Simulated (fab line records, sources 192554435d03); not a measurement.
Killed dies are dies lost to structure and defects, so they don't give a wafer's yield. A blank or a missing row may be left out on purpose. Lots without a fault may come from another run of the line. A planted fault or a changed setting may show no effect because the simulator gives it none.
Which tool did it? | flow n5_finfet | 24 lots, 72 wafers sampled, at 6 steps of a route of 1938

WHAT THE GAUGES READ, wafer by wafer
N5_BEOL_M6_OVL_MEAS_12.
lot  | measured     | on         | M6_OVL (nm)
L074 | day 8 20:43  | overlay-02 | -0.7 -1.1 -0.8
L075 | day 9 01:01  | overlay-02 | -1.6 -1.0 -0.5
L076 | day 9 12:05  | overlay-02 | -1.2 0.0 -1.4
L077 | day 9 14:38  | overlay-02 | -0.6 0.4 0.9
L078 | day 9 22:20  | overlay-02 | -0.5 0.0 0.1
L079 | day 10 14:37 | overlay-02 | -0.8 -0.4 0.0
L081 | day 10 18:13 | overlay-02 | -0.5 -0.7 -1.3
L080 | day 10 18:26 | overlay-02 | 0.5 0.5 -0.1
L082 | day 10 21:55 | overlay-02 | 0.5 -0.2 0.4
L083 | day 11 01:50 | overlay-02 | 0.0 0.0 -1.6
L084 | day 11 10:35 | overlay-02 | 0.2 1.6 0.7
L085 | day 11 19:38 | overlay-01 | -0.1 -0.1 -0.4
L086 | day 11 22:36 | overlay-01 | 0.7 -0.3 -0.4
L087 | day 11 22:46 | overlay-01 | -0.2 -0.2 -0.7
L089 | day 13 05:46 | overlay-01 | -1.0 -0.1 -0.9
L088 | day 13 06:05 | overlay-01 | 0.3 0.0 -0.9
L090 | day 13 06:26 | overlay-01 | -0.9 -1.4 -0.8
L093 | day 13 11:28 | overlay-02 | -0.7 -1.0 0.0
L091 | day 13 11:31 | overlay-02 | -0.6 -1.5 -1.0
L094 | day 14 12:02 | overlay-02 | -0.3 0.3 0.4
L096 | day 14 18:50 | overlay-02 | -0.6 -0.7 -0.2
L095 | day 15 00:45 | overlay-01 | -0.4 0.2 -0.3
L092 | day 14 20:58 | overlay-02 | -0.9 -1.2 -1.0
L097 | day 15 07:22 | overlay-02 | -0.7 0.3 -0.3

N5_BEOL_M6_CD_MEAS_18: pitch 80 nm, target cd 40 nm.
lot  | measured     | on        | cd_nm (nm)
L074 | day 8 21:18  | cd_sem-03 | 40.2 39.5 41.0
L075 | day 9 02:22  | cd_sem-01 | 40.7 40.7 39.6
L076 | day 9 12:41  | cd_sem-03 | 40.7 39.9 39.9
L077 | day 9 15:17  | cd_sem-03 | 39.6 40.2 40.1
L078 | day 9 22:58  | cd_sem-02 | 40.2 40.3 40.0
L079 | day 10 15:08 | cd_sem-02 | 39.7 39.5 40.1
L081 | day 10 18:47 | cd_sem-01 | 39.2 38.8 40.0
L080 | day 10 19:07 | cd_sem-01 | 41.2 40.8 40.2
L082 | day 10 22:36 | cd_sem-01 | 40.3 41.6 40.4
L083 | day 11 02:32 | cd_sem-01 | 40.5 40.1 40.0
L084 | day 11 11:09 | cd_sem-01 | 38.5 40.7 39.7
L085 | day 11 20:25 | cd_sem-01 | 39.3 40.3 39.4
L086 | day 11 23:14 | cd_sem-02 | 39.7 39.2 39.8
L087 | day 11 23:22 | cd_sem-03 | 38.8 39.9 39.3
L089 | day 13 06:25 | cd_sem-02 | 39.7 38.9 39.7
L088 | day 13 06:59 | cd_sem-03 | 39.3 38.8 39.0
L090 | day 13 07:46 | cd_sem-01 | 39.2 39.3 39.5
L093 | day 13 12:02 | cd_sem-03 | 40.2 40.1 39.6
L091 | day 13 12:08 | cd_sem-03 | 39.0 39.1 39.5
L094 | day 14 12:34 | cd_sem-01 | 39.8 39.6 39.2
L096 | day 14 19:32 | cd_sem-02 | 40.7 39.9 40.1
L095 | day 15 01:23 | cd_sem-01 | 40.2 40.0 40.0
L092 | day 14 21:32 | cd_sem-02 | 39.7 38.8 40.8
L097 | day 15 08:14 | cd_sem-01 | 39.1 40.3 40.1

WHICH TOOL RAN EACH LOT (tool, then ch and the chambers of the sampled wafers, then the start)
lot  | N5_BEOL_M5_ETCH_67                 | N5_BEOL_M5_TRENCH_ETCH_37                     | N5_BEOL_M5_ANNEAL_82         | N5_BEOL_M6_HM_OPEN_17
L074 | rie_diel-06 ch 1,3, day 8 10:18    | rie_diel-06 ch 1,3, day 8 13:18 or earlier    | pvd_sputter-03, day 8 13:18  | rie_metal-01 ch 0,1, day 8 21:08
L075 | rie_diel-03 ch 0,2, day 8 14:55    | rie_diel-03 ch 0,2, day 8 18:52 or earlier    | pvd_sputter-01, day 8 18:52  | rie_metal-02 ch 1, day 9 02:03
L076 | rie_diel-06 ch 2,3, day 9 01:46    | rie_diel-06 ch 2,3, day 9 05:53 or earlier    | pvd_sputter-02, day 9 05:53  | rie_metal-01 ch 0,1, day 9 12:28
L077 | rie_diel-06 ch 0,1, day 9 05:01    | rie_diel-06 ch 0,1, day 9 08:31 or earlier    | pvd_sputter-01, day 9 08:31  | rie_metal-01 ch 0,1, day 9 15:05
L078 | rie_diel-06 ch 2,3, day 9 11:26    | rie_diel-06 ch 2,3, day 9 14:40 or earlier    | pvd_sputter-02, day 9 14:40  | rie_metal-01 ch 0,1, day 9 22:48
L079 | rie_diel-03 ch 0,2, day 10 04:34   | rie_diel-03 ch 0,2, day 10 07:38 or earlier   | pvd_sputter-03, day 10 07:38 | rie_metal-01 ch 1, day 10 14:57
L081 | rie_diel-05 ch 0,2,3, day 10 07:31 | rie_diel-05 ch 0,2,3, day 10 10:40 or earlier | pvd_sputter-01, day 10 10:40 | rie_metal-01 ch 1, day 10 18:34
L080 | rie_diel-05 ch 0,1,3, day 10 07:55 | rie_diel-05 ch 0,1,3, day 10 11:34 or earlier | pvd_sputter-02, day 10 11:34 | rie_metal-01 ch 0,1, day 10 18:55
L082 | rie_diel-06 ch 0,1, day 10 10:57   | rie_diel-06 ch 0,1, day 10 14:27 or earlier   | pvd_sputter-03, day 10 14:27 | rie_metal-03 ch 0,1, day 10 22:26
L083 | rie_diel-05 ch 1,2,3, day 10 17:12 | rie_diel-05 ch 1,2,3, day 10 20:05 or earlier | pvd_sputter-01, day 10 20:05 | rie_metal-01 ch 0,1, day 11 02:12
L084 | rie_diel-05 ch 1,2, day 11 00:19   | rie_diel-05 ch 1,2, day 11 03:24 or earlier   | pvd_sputter-01, day 11 03:24 | rie_metal-02 ch 0,1, day 11 10:56
L085 | rie_diel-05 ch 0,1,3, day 11 09:27 | rie_diel-05 ch 0,1,3, day 11 12:28 or earlier | pvd_sputter-01, day 11 12:28 | rie_metal-02 ch 0, day 11 20:10
L086 | rie_diel-06 ch 0,2,3, day 11 11:13 | rie_diel-06 ch 0,2,3, day 11 15:53 or earlier | pvd_sputter-02, day 11 15:53 | rie_metal-01 ch 0,1, day 11 23:04
L087 | rie_diel-06 ch 0,3, day 11 13:42   | rie_diel-06 ch 0,3, day 11 16:53 or earlier   | pvd_sputter-03, day 11 16:53 | rie_metal-02 ch 0, day 11 23:06
L089 | rie_diel-05 ch 1,3, day 12 20:06   | rie_diel-05 ch 1,3, day 12 22:41 or earlier   | pvd_sputter-03, day 12 22:41 | rie_metal-01 ch 0,1, day 13 06:11
L088 | rie_diel-03 ch 0,3, day 12 20:12   | rie_diel-03 ch 0,3, day 12 22:50 or earlier   | pvd_sputter-01, day 12 22:50 | rie_metal-03 ch 0,1, day 13 06:25
L090 | rie_diel-05 ch 0,1,2, day 12 20:38 | rie_diel-05 ch 0,1,2, day 12 23:45 or earlier | pvd_sputter-02, day 12 23:45 | rie_metal-01 ch 0,1, day 13 07:19
L093 | rie_diel-05 ch 1,3, day 12 22:46   | rie_diel-05 ch 1,3, day 13 04:46 or earlier   | pvd_sputter-01, day 13 04:46 | rie_metal-03 ch 0,1, day 13 11:51
L091 | rie_diel-05 ch 0,1,2, day 13 02:12 | rie_diel-05 ch 0,1,2, day 13 05:19 or earlier | pvd_sputter-03, day 13 05:19 | rie_metal-01 ch 0, day 13 11:56
L094 | rie_diel-03 ch 0,1,2, day 14 01:11 | rie_diel-03 ch 0,1,2, day 14 05:08 or earlier | pvd_sputter-03, day 14 05:08 | rie_metal-01 ch 0,1, day 14 12:24
L096 | rie_diel-06 ch 0,1,3, day 14 04:23 | rie_diel-06 ch 0,1,3, day 14 08:35 or earlier | pvd_sputter-02, day 14 08:35 | rie_metal-03 ch 0,1, day 14 19:10
L095 | rie_diel-03 ch 0,2,3, day 14 11:07 | rie_diel-03 ch 0,2,3, day 14 14:19 or earlier | pvd_sputter-02, day 14 14:19 | rie_metal-01 ch 0,1, day 15 01:07
L092 | rie_diel-03 ch 0,1,2, day 14 11:31 | rie_diel-03 ch 0,1,2, day 14 15:04 or earlier | pvd_sputter-03, day 14 15:04 | rie_metal-01 ch 0,1, day 14 21:19
L097 | rie_diel-06 ch 2,3, day 14 19:23   | rie_diel-06 ch 2,3, day 14 22:32 or earlier   | pvd_sputter-03, day 14 22:32 | rie_metal-02 ch 0,1, day 15 08:02
- N5_BEOL_M5_ETCH_67: etches SiARC in CF4, target depth 15.6 nm, time 26 s.
- N5_BEOL_M5_TRENCH_ETCH_37: etches SiCOH lowk in C4F6/O2, target depth 71.652 nm, time 24.7 s.
- N5_BEOL_M5_ANNEAL_82: time 1800 s.
- N5_BEOL_M6_HM_OPEN_17: chemistry Cl2/BCl3, target TiN, target depth 20 nm, overetch 6 nm.

WHAT THE TOOLS THEMSELVES READ (means of the sampled wafers that have a number; where no wafer has one, the mark that the record gives instead)
N5_BEOL_M5_ETCH_67.
lot  | tool        | drypump_motor_current_A (A) | etch_rf_on_time_s (s) | oes_product_au (a.u.) | rf_vpp_V (V) | showerhead_plenum_p_Torr (Torr) | throttle_valve_pct (%)
L074 | rie_diel-06 | 5.57                        | 25.9                  | 0.68                  | 185.2        | 2.17                            | 15.49
L075 | rie_diel-03 | 5.65                        | 25.7                  | 0.76                  | 185.4        | 2.22                            | 15.38
L076 | rie_diel-06 | 5.84                        | 25.9                  | 0.71                  | 184.3        | 2.10                            | 15.36
L077 | rie_diel-06 | 5.63                        | 25.9                  | 0.63                  | 184.4        | 2.19                            | 15.71
L078 | rie_diel-06 | 5.84                        | 25.5                  | 0.70                  | 183.7        | 2.10                            | 15.37
L079 | rie_diel-03 | 5.67                        | 25.3                  | 0.75                  | 185.2        | 2.24                            | 15.37
L081 | rie_diel-05 | 5.77                        | 25.9                  | 0.71                  | 183.4        | 2.14                            | 15.54
L080 | rie_diel-05 | 5.71                        | 25.9                  | 0.71                  | 184.2        | 2.19                            | 15.55
L082 | rie_diel-06 | 5.85                        | 26.1                  | 0.61                  | 184.7        | 2.15                            | 15.77
L083 | rie_diel-05 | 5.88                        | 26.1                  | 0.64                  | 184.5        | 2.14                            | 15.83
L084 | rie_diel-05 | 6.00                        | 26.4                  | 0.58                  | 184.2        | 2.10                            | 15.99
L085 | rie_diel-05 | 5.71                        | 26.1                  | 0.70                  | 185.7        | 2.19                            | 15.56
L086 | rie_diel-06 | 5.92                        | 25.8                  | 0.65                  | 184.0        | 2.11                            | 15.62
L087 | rie_diel-06 | 6.03                        | 25.9                  | 0.64                  | 184.0        | 2.10                            | 15.62
L089 | rie_diel-05 | 5.81                        | 25.8                  | 0.63                  | 184.3        | 2.19                            | 15.86
L088 | rie_diel-03 | 5.55                        | 25.5                  | 0.70                  | 183.6        | 2.14                            | 15.60
L090 | rie_diel-05 | 5.86                        | 26.4                  | 0.63                  | 184.0        | 2.14                            | 15.72
L093 | rie_diel-05 | 5.82                        | 26.0                  | 0.63                  | 184.7        | 2.19                            | 15.86
L091 | rie_diel-05 | 5.86                        | 26.0                  | 0.63                  | 183.6        | 2.14                            | 15.73
L094 | rie_diel-03 | 5.86                        | 26.1                  | 0.67                  | 185.8        | 2.21                            | 15.43
L096 | rie_diel-06 | 5.80                        | 26.2                  | 0.64                  | 183.5        | 2.13                            | 15.61
L095 | rie_diel-03 | 5.59                        | 25.8                  | 0.68                  | 185.0        | 2.16                            | 15.58
L092 | rie_diel-03 | 5.87                        | 26.1                  | 0.67                  | 185.0        | 2.21                            | 15.45
L097 | rie_diel-06 | 5.83                        | 25.7                  | 0.67                  | 183.2        | 2.08                            | 15.43

N5_BEOL_M5_TRENCH_ETCH_37.
lot  | tool        | drypump_motor_current_A (A) | oes_product_au (a.u.) | rf_vpp_V (V) | showerhead_plenum_p_Torr (Torr) | throttle_valve_pct (%)
L074 | rie_diel-06 | 5.56                        | 0.79                  | 662          | 2.88                            | 20.73
L075 | rie_diel-03 | 5.65                        | 0.90                  | 674          | 2.94                            | 20.69
L076 | rie_diel-06 | 5.85                        | 0.82                  | 663          | 2.79                            | 20.68
L077 | rie_diel-06 | 5.63                        | 0.74                  | 661          | 2.90                            | 20.97
L078 | rie_diel-06 | 5.83                        | 0.82                  | 664          | 2.79                            | 20.68
L079 | rie_diel-03 | 5.70                        | 0.87                  | 672          | 2.98                            | 20.69
L081 | rie_diel-05 | 5.78                        | 0.83                  | 666          | 2.84                            | 20.84
L080 | rie_diel-05 | 5.73                        | 0.83                  | 674          | 2.91                            | 20.87
L082 | rie_diel-06 | 5.89                        | 0.72                  | 657          | 2.87                            | 21.08
L083 | rie_diel-05 | 5.85                        | 0.75                  | 662          | 2.85                            | 21.13
L084 | rie_diel-05 | 5.99                        | 0.68                  | 656          | 2.79                            | 21.27
L085 | rie_diel-05 | 5.72                        | 0.81                  | 673          | 2.91                            | 20.88
L086 | rie_diel-06 | 5.94                        | 0.76                  | 663          | 2.80                            | 20.93
L087 | rie_diel-06 | 6.01                        | 0.75                  | 652          | 2.81                            | 20.96
L089 | rie_diel-05 | 5.83                        | 0.74                  | 670          | 2.91                            | 21.19
L088 | rie_diel-03 | 5.57                        | 0.83                  | 673          | 2.83                            | 20.88
L090 | rie_diel-05 | 5.86                        | 0.74                  | 666          | 2.84                            | 21.02
L093 | rie_diel-05 | 5.82                        | 0.74                  | 669          | 2.91                            | 21.18
L091 | rie_diel-05 | 5.86                        | 0.74                  | 666          | 2.84                            | 21.02
L094 | rie_diel-03 | 5.89                        | 0.78                  | 670          | 2.94                            | 20.71
L096 | rie_diel-06 | 5.78                        | 0.74                  | 658          | 2.83                            | 20.87
L095 | rie_diel-03 | 5.60                        | 0.80                  | 671          | 2.87                            | 20.86
L092 | rie_diel-03 | 5.89                        | 0.78                  | 670          | 2.94                            | 20.72
L097 | rie_diel-06 | 5.86                        | 0.79                  | 662          | 2.77                            | 20.72

N5_BEOL_M5_ANNEAL_82.
lot  | tool           | heater_power_w (W)
L074 | pvd_sputter-03 | 802
L075 | pvd_sputter-01 | 865
L076 | pvd_sputter-02 | 779
L077 | pvd_sputter-01 | 778
L078 | pvd_sputter-02 | 780
L079 | pvd_sputter-03 | 835
L081 | pvd_sputter-01 | 847
L080 | pvd_sputter-02 | 784
L082 | pvd_sputter-03 | 814
L083 | pvd_sputter-01 | 814
L084 | pvd_sputter-01 | 778
L085 | pvd_sputter-01 | 833
L086 | pvd_sputter-02 | 802
L087 | pvd_sputter-03 | 885
L089 | pvd_sputter-03 | 903
L088 | pvd_sputter-01 | 802
L090 | pvd_sputter-02 | 824
L093 | pvd_sputter-01 | 826
L091 | pvd_sputter-03 | 856
L094 | pvd_sputter-03 | 858
L096 | pvd_sputter-02 | 836
L095 | pvd_sputter-02 | 824
L092 | pvd_sputter-03 | 888
L097 | pvd_sputter-03 | 810

N5_BEOL_M6_HM_OPEN_17.
lot  | tool         | drypump_motor_current_A (A) | mfc_cl2_sccm (sccm) | oes_product_au (a.u.) | throttle_valve_pct (%)
L074 | rie_metal-01 | 6.1                         | 53.45               | 0.66                  | 22.03
L075 | rie_metal-02 | 5.9                         | 53.24               | 0.53                  | 22.42
L076 | rie_metal-01 | 5.9                         | 53.19               | 0.66                  | 22.14
L077 | rie_metal-01 | 5.9                         | 53.20               | 0.67                  | 22.11
L078 | rie_metal-01 | 5.9                         | 53.18               | 0.66                  | 22.14
L079 | rie_metal-01 | 5.7                         | 53.24               | 0.67                  | 22.20
L081 | rie_metal-01 | 5.7                         | 53.24               | 0.66                  | 22.24
L080 | rie_metal-01 | 5.9                         | 53.22               | 0.65                  | 22.13
L082 | rie_metal-03 | 5.4                         | 53.24               | 0.71                  | 22.10
L083 | rie_metal-01 | 6.1                         | 53.44               | 0.65                  | 22.03
L084 | rie_metal-02 | 6.1                         | 53.23               | 0.72                  | 22.10
L085 | rie_metal-02 | 6.2                         | 53.24               | 0.79                  | 21.93
L086 | rie_metal-01 | 5.9                         | 53.23               | 0.65                  | 22.13
L087 | rie_metal-02 | 6.2                         | 53.11               | 0.80                  | 21.92
L089 | rie_metal-01 | 6.1                         | 53.31               | 0.64                  | 22.04
L088 | rie_metal-03 | 5.4                         | 53.35               | 0.70                  | 22.20
L090 | rie_metal-01 | 6.1                         | 53.22               | 0.64                  | 22.04
L093 | rie_metal-03 | 5.4                         | 53.14               | 0.69                  | 22.13
L091 | rie_metal-01 | 6.3                         | 53.19               | 0.63                  | 21.98
L094 | rie_metal-01 | 5.9                         | 53.33               | 0.64                  | 22.15
L096 | rie_metal-03 | 5.4                         | 53.36               | 0.68                  | 22.14
L095 | rie_metal-01 | 6.1                         | 53.22               | 0.63                  | 22.06
L092 | rie_metal-01 | 6.1                         | 53.30               | 0.64                  | 22.05
L097 | rie_metal-02 | 6.0                         | 53.30               | 0.79                  | 22.06

THE ANSWER, worked out from the rows above alone
Rule: what is usual is taken from the lots themselves. Put in order of their means at a reading, lots are off if they are a third of the lots or fewer, leave a main group of 4 or more, and stand apart from it by a gap of 3 or more times the standard deviation of the main group's means; of several such gaps the widest counts. A main group whose means are all the same, to the digits that the tables above print for the reading, isn't used. A lot without any number at a reading at which 4 lots or more have one is off too. The other lots that the step has rows for count as sound. The gauges are gone through in route order, then the tools' own readings, and for those a lot's mean is taken as printed above. The first step at which some lot is off is used, and at that step the reading that is off furthest; a lot without a number counts as furthest.
No lot is off at any reading shown: from this, nothing can be told.

WHAT THE SIMULATOR HAD PUT IN
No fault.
